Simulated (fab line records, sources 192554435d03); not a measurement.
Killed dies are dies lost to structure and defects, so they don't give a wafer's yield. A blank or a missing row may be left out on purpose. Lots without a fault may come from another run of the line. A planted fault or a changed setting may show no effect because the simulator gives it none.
A struck lot beside a sound one | flow n5_finfet | 15 steps out of a route of 1938
Sound: wafers L312.2, L312.5, L312.6. Struck: wafer L296.5. (L296.2, L296.4 of the same lot were not struck and are left out.) The cause comes at the end.
At each step with rows: each side's tool, then ch and its chambers, then its first start. Under that, the readings that differ: sound wafers | struck wafers | difference of the means | sigmas: that difference in standard deviations of wafers without a fault.
alike: readings whose means differ by less than 2 such deviations, and words and numbers that are the same on both sides. not compared: withheld readings, readings that some wafer has no value for, bounds like >300 that may hide the same value, and numbers for which the record gives no deviation and whose values overlap.
The two part at a step that has a row with sigmas, a row that says differs or no value, or rows on one side only. Numbers that don't overlap but have no deviation are shown without sigmas and don't part them. A reading that every wafer of one side lacks parts them only if that side has two wafers or more.

N5_BEOL_M10_CURE_72: cures SiCOH lowk, time 120 s.
  sound on uv_cure-02 ch 0, day 15 09:34; struck on uv_cure-01 ch 2, day 11 16:01
  reading          | sound             | struck | difference | sigmas
  wafer_temp_C_max | 371.4 371.5 372.0 | 373.6  | +2.0       | +3
  alike: lamp_power_pct
N5_BEOL_M10_DEGAS_44: time 60 s.
  sound on pvd_sputter-03, day 15 10:02; struck on pvd_sputter-03, day 11 16:29
  alike: heater_power_w
then, 1 step without rows for these wafers: N5_BEOL_M10_PRE_CLEAN_45 (time 30 s).
N5_BEOL_M10_ALD_74: deposits TaN, target thk 2 nm, pulse time 2 s, purge time 3 s.
  sound on ald_metal-03 ch 0,1,3, day 15 10:09; struck on ald_metal-03 ch 2, day 11 16:35
  reading            | sound       | struck | difference | sigmas
  heater_power_w (W) | 442 503 413 | 319    | -134       | -3
then, 4 steps without rows for these wafers: N5_BEOL_M10_SURFACE_TREAT_76; N5_BEOL_M10_CVD_75 (deposits Co from CCTBA/H2, target thk 2 nm, time 138.9 s); N5_BEOL_M10_SPUTTER_48 (material Cu, target thk 12 nm, time 2 s); N5_BEOL_M10_ECD_50 (material Cu, target thk 318 nm).
N5_BEOL_M10_ANNEAL_51: time 90 s.
  sound on rtp_anneal-02 ch 0, day 15 11:06; struck on rtp_anneal-02 ch 0, day 11 18:17
  alike: wafer_temp_C_max
N5_BEOL_M10_CMP_52: polishes, stops on SiCOH lowk, t overpolish 7 s, target thk 140 nm.
  sound on cmp-03 ch 1,2, day 15 11:21; struck on cmp-04 ch 3, day 11 18:34
  alike: barrier_field_endpoint_s, motor_current_A, overpolish_run_s, slurry_flow_ml_min, time_to_endpoint_s
N5_BEOL_M10_THK_MEAS_53: measures by xrf.
  sound on film_metro-01, day 15 11:38; struck on film_metro-01, day 11 18:50
  alike: M10_THK
then, 1 step without rows for these wafers: N5_BEOL_M10_PRE_CLEAN_55 (time 15 s).
N5_BEOL_M10_DEP_56: deposits SiCN from 3MS/NH3, target thk 15 nm, time 26.5 s.
  sound on pecvd-01 ch 0,1,2, day 15 11:43; struck on pecvd-04 ch 1, day 11 18:53
  reading                                   | sound      | struck | difference | sigmas
  model.SiCN_of_BEOL_M10_DEP_56.thk_nm (nm) | 15 15 15.2 | 16.6   | +1.5       |
  alike: showerhead_plenum_p_Torr, throttle_valve_pct
N5_BEOL_M10_RS_MEAS_57: measures by four-point-probe.
  sound on film_metro-01, day 15 11:47; struck on film_metro-01, day 11 18:58
  alike: M10_RS
-- the record jumps here: 2 days lie between the struck wafers' starts before and after (it left off in module BEOL_M10 and takes up again in module PASSIVATION, whose first step shown is number 1936 of the route) --
N5_PASSIVATION_PROBE_49:
  the record has rows for the struck wafers here (prober-01, day 13 21:41) and none for the sound ones

WHERE THEY PART
First at N5_BEOL_M10_CURE_72; last, within this record, at N5_PASSIVATION_PROBE_49.

WHY: what the simulator had put in
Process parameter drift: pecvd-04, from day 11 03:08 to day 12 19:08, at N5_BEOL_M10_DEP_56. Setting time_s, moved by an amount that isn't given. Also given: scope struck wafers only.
